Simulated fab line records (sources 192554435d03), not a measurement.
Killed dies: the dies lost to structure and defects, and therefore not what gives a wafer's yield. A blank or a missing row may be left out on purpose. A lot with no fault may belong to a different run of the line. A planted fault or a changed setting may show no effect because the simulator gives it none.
Lot-split experiment	flow n5_finfet	21 wafers read from 7 lots, route of 1938 steps

THE SPLIT
At N5_SD_EPI_N_ETCH_45 (etches SiOCN in CH3F/O2, target depth 6 nm), the setting target_depth_a was moved away from the recipe's 60 angstrom on 5 of the 21 wafers read, by -11.4% to +9.4%. All remaining wafers had this setting at the recipe value.

The reading is taken at the split's own step.

THE READING
etch.depth_nm (the simulator's own value, which no gauge read), in nm, at N5_SD_EPI_N_ETCH_45 (etches SiOCN in CH3F/O2, target depth 6 nm). The file does not state a usual value for it. Across the 16 wafers here that went through the recipe, the average is 6.051 nm and the standard deviation 0.08 nm.

wafer	tool, chamber at the split	target_depth_a as run, angstrom	against the recipe	etch.depth_nm, nm	against lot-mates on the recipe
L078.3	rie_diel-04, 0	60	recipe	6.009	-
L078.4	rie_diel-04, 2	60	recipe	5.993	-
L078.6	rie_diel-04, 0	65.18	+8.6%	6.522	+0.521
L080.1	rie_diel-03, 0	60	recipe	5.922	-
L080.2	rie_diel-03, 3	60	recipe	6.011	-
L080.6	rie_diel-03, 1	60	recipe	6.126	-
L082.1	rie_diel-05, 1	60	recipe	6.051	-
L082.3	rie_diel-05, 0	60	recipe	6.082	-
L082.6	rie_diel-05, 3	60	recipe	6.203	-
L084.2	rie_diel-03, 2	65.62	+9.4%	6.697	+0.519
L084.3	rie_diel-03, 1	65.62	+9.4%	6.669	+0.491
L084.4	rie_diel-03, 2	60	recipe	6.178	-
L087.2	rie_diel-05, 2	55.46	-7.6%	5.658	-0.433
L087.3	rie_diel-05, 0	60	recipe	6.103	-
L087.6	rie_diel-05, 3	60	recipe	6.078	-
L093.1	rie_diel-05, 0	60	recipe	6.083	-
L093.3	rie_diel-05, 2	60	recipe	6.06	-
L093.6	rie_diel-05, 1	53.19	-11.4%	5.254	-0.818
L094.2	rie_diel-04, 2	60	recipe	5.91	-
L094.3	rie_diel-04, 3	60	recipe	6.048	-
L094.5	rie_diel-04, 1	60	recipe	5.963	-

FIT RESULTS
A straight line over all 21 wafers: etch.depth_nm changes by +0.064 nm for each +1% of target_depth_a; r = +0.97; the points scatter about the line by 0.081 nm.
The same after taking each lot's own level away (the mean of its wafers on the recipe; 21 wafers): +0.061 nm for each +1%; r = +0.98; scatter 0.06 nm.
That fit puts the effect of the largest move of target_depth_a on the reading at 0.69 nm.
The lots' own levels span 5.9737 to 6.1780 nm, that is 2.6 times the standard deviation above.
Consequently the slope shifts little with the lot-to-lot level, the two slopes agreeing.
Check: with one of the wafers moved furthest among these (-11.4%) left out of the fit, the line predicts -0.638 nm for it against its lot-mates. Against them it came out at -0.818 nm.

FURTHER SPLITS ON THESE WAFERS
Note: prior to the reading, these wafers also went through further splits. Each is held against what the fit with the lots' levels taken away leaves over:
other split on the same wafers	wafers away from the commonest value	r with etch.depth_nm (lot level and that fit taken away)
N5_SD_EPI_N_EXPOSE_06 dose_mj	7	+0.15
N5_SD_EPI_N_DESCUM_14 time_s	6	+0.14

FILE'S OWN FIT
etch.depth_nm changes by +0.0626 nm for each +1% of target_depth_a, r = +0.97.
